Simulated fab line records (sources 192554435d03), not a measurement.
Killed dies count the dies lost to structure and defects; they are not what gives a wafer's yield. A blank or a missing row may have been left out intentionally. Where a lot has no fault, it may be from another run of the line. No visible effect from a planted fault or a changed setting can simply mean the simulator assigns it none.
Lot-split experiment    flow n5-finfet    route with 1938 steps; 7 lots, 21 wafers read

## SPLIT DETAILS
At N5_HKMG_FIN_ETCH_55 (etches SOC in N2/H2, target depth 240 nm, time 300 s), the setting bias-w was moved away from the recipe's 150 W on 8 of the 21 wafers read, by -9.5% to +15.9%. The other wafers ran this setting at the recipe's value.

The reading comes from the split's own step.

## THE READING
rf-vpp-V, in V, at N5_HKMG_FIN_ETCH_55 (etches SOC in N2/H2, target depth 240 nm, time 300 s). Typical for fault-free wafers on this fab line: 524.9 V, with standard deviation 3 V.

wafer   tool, chamber at the split  bias-w as run, W  against the recipe  rf-vpp-V, V  against lot-mates on the recipe
L075.1  rie-diel-04, 1              150               recipe              522.4        -
L075.3  rie-diel-04, 3              150               recipe              520.4        -
L075.4  rie-diel-04, 2              150               recipe              524.0        -
L077.1  rie-diel-03, 2              173               +15.3%              570.6        +48.1
L077.2  rie-diel-03, 0              150               recipe              522.7        -
L077.6  rie-diel-03, 0              150               recipe              522.3        -
L083.3  rie-diel-04, 3              159.6             +6.4%               541.0        +16.7
L083.4  rie-diel-04, 2              150               recipe              524.5        -
L083.6  rie-diel-04, 0              150               recipe              524.1        -
L090.1  rie-diel-01, 0              167.4             +11.6%              563.6        +35.2
L090.4  rie-diel-01, 1              150               recipe              528.4        -
L090.5  rie-diel-01, 0              167.4             +11.6%              562.0        +33.6
L091.1  rie-diel-04, 1              173.9             +15.9%              579.2        +58.1
L091.4  rie-diel-04, 0              150               recipe              521.1        -
L091.5  rie-diel-04, 1              173.9             +15.9%              580.1        +59.0
L094.3  rie-diel-04, 1              150               recipe              529.3        -
L094.5  rie-diel-04, 1              150               recipe              528.6        -
L094.6  rie-diel-04, 2              150               recipe              525.1        -
L095.2  rie-diel-04, 1              135.7             -9.5%               496.8        -33.1
L095.4  rie-diel-04, 1              150               recipe              529.9        -
L095.6  rie-diel-04, 0              135.7             -9.5%               490.0        -39.9

THE FIT
A straight line over all 21 wafers: rf-vpp-V changes by +3.28 V for each +1% of bias-w; r = +0.99; the points scatter about the line by 3.3 V.
The same after taking each lot's own level away (the mean of its wafers on the recipe; 21 wafers): +3.45 V for each +1%; r = +0.99; scatter 3.1 V.
The reading moves by 55 V for the largest change in bias-w, on that fit.
Across the lots, their own levels run from 521.10 to 529.90 V, a range of 2.9 times the standard deviation given above.
Hence the lot-to-lot level has little effect on the slope; both slopes agree.
Check: for one of the wafers moved furthest among these (+15.9%), held out of the fit, the line's prediction against its lot-mates is +52.9 V. It came out at +58.1 V against them.
Tool readings at the split's step, against how far the setting was moved: rf-vpp-V r = +0.99.

## OTHER SPLITS APPLIED TO THESE WAFERS
These wafers also went through other splits before the reading. Each is held against what the fit with the lots' levels taken away leaves over:
other split on the same wafers  wafers away from the commonest value  r with rf-vpp-V (lot level and that fit taken away)
N5_SD_EPI_N_DESCUM_14 time-s    4                                     +0.11
N5_ILD0_CMP_03 down-force-psi   7                                     +0.30
N5_SDB_COAT_05 spin-rpm         8                                     +0.14

## THE WHOLE CHAIN: every reading that the file lists as answering this split, in the file's order
step                 what it does                                          reading                                                                            change (the file's fit)                r (the file's)
N5_HKMG_FIN_ETCH_55  etches SOC in N2/H2, target depth 240 nm, time 300 s  rf-vpp-V                                                                           +3.34 V for each +1% of the setting    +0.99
N5_HKMG_FIN_ETCH_55  etches SOC in N2/H2, target depth 240 nm, time 300 s  etch.depth-nm (the simulator's own value, which no gauge read)                     +1.04 nm for each +1% of the setting   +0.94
N5_HKMG_FIN_ETCH_55  etches SOC in N2/H2, target depth 240 nm, time 300 s  HKMG_FIN.feature-depth-nm (the simulator's own value, which no gauge read)         +1.04 nm for each +1% of the setting   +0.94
N5_HKMG_FIN_ETCH_55  etches SOC in N2/H2, target depth 240 nm, time 300 s  SiARC_of_HKMG_FIN_COAT_42.thk-nm (the simulator's own value, which no gauge read)  -0.149 nm for each +1% of the setting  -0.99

## FILE'S OWN FIT
rf-vpp-V changes by +3.34 V for each +1% of bias-w, r = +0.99.
